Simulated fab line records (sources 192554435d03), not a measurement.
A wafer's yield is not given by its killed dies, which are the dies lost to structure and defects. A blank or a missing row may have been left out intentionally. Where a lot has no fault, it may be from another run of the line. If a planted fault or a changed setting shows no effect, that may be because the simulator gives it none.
Matching of chambers | flow n5 finfet | cvd co-01 running N5_BEOL_M2_PRE_CLEAN_60: 3 sister chambers
The step time 15 s. 3 wafers are shown with their chamber, then 12 later ones without.

## WAFERS WITH THEIR CHAMBER
wafer  | chamber | heater power w (W)
L090.1 | 1       | 95
L090.4 | 0       | 95
L090.5 | 2       | 68

## WAFERS WITH NO CHAMBER GIVEN
wafer  | heater power w (W)
L091.1 | 70
L091.4 | 71
L091.5 | 94
L092.2 | 97
L092.3 | 92
L092.6 | 95
L095.3 | 93
L095.5 | 68
L095.6 | 95
L097.2 | 93
L097.4 | 93
L097.5 | 70

## WHICH CHAMBER EACH WENT THROUGH
wafer  | from the rows above     | in truth
L091.1 | 2                       | 2
L091.4 | 2                       | 2
L091.5 | can't be placed: 0 or 1 | 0
L092.2 | can't be placed: 0 or 1 | 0
L092.3 | can't be placed: 0 or 1 | 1
L092.6 | can't be placed: 0 or 1 | 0
L095.3 | can't be placed: 0 or 1 | 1
L095.5 | 2                       | 2
L095.6 | can't be placed: 0 or 1 | 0
L097.2 | can't be placed: 0 or 1 | 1
L097.4 | can't be placed: 0 or 1 | 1
L097.5 | 2                       | 2
Correct placement for 4 of the 12. These rows do not allow placing 8 (true chamber among the candidates in 8). Placed wrongly: 0.
How it was worked out, from the rows above alone: a wafer's distance from a chamber is the root of the sum, over the readings, of the square of ((its reading less the chamber's mean) divided by the reading's scatter). The wafer belongs to the nearest chamber; if the next one is less than 2 further off, it can't be placed. A chamber's mean is the mean of its shown wafers. The scatter: with one shown wafer a chamber, the root of the mean of the squares of how far each hidden wafer lies from its nearest shown one.
